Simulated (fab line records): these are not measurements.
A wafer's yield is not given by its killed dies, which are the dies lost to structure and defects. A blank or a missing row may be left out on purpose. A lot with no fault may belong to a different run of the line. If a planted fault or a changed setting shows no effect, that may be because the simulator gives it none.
Matching of chambers | flow n5-finfet | 3 sister chambers for N5_FIN_SAQP_PECVD_06 on pecvd-04
The step deposits a-Si from SiH4/He, target thk 60 nm, time 48.1 s. 3 wafers are shown with their chamber, then 9 later ones without.

WAFERS PAIRED WITH THEIR CHAMBERS
wafer  | chamber | throttle-valve-pct (%)
L083.5 | 2       | 17.5
L090.4 | 0       | 20.5
L090.6 | 1       | 19.0

WAFERS WHOSE CHAMBER IS MISSING
wafer  | throttle-valve-pct (%)
L093.1 | 20.3
L093.5 | 19.9
L093.6 | 17.6
L094.2 | 19.0
L094.3 | 20.1
L094.6 | 17.6
L097.1 | 17.7
L097.2 | 19.4
L097.3 | 17.7

CHAMBER TAKEN BY EACH
wafer  | from the rows above     | in truth
L093.1 | 0                       | 0
L093.5 | can't be placed: 0 or 1 | 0
L093.6 | 2                       | 2
L094.2 | 1                       | 1
L094.3 | 0                       | 0
L094.6 | 2                       | 2
L097.1 | 2                       | 2
L097.2 | 1                       | 1
L097.3 | 2                       | 2
8 of 9 placed correctly. Can't be placed from these rows: 1 (the true chamber is among the candidates in 1). Placed wrongly: 0.
How it was worked out, from the rows above alone: a wafer's distance from a chamber is the root of the sum, over the readings, of the square of ((its reading less the chamber's mean) divided by the reading's scatter). The wafer belongs to the nearest chamber; if the next one is less than 2 further off, it can't be placed. Each chamber's mean is taken over the wafers shown for it. The scatter: root of mean squared gap, hidden wafer to nearest shown wafer, with one shown wafer a chamber.
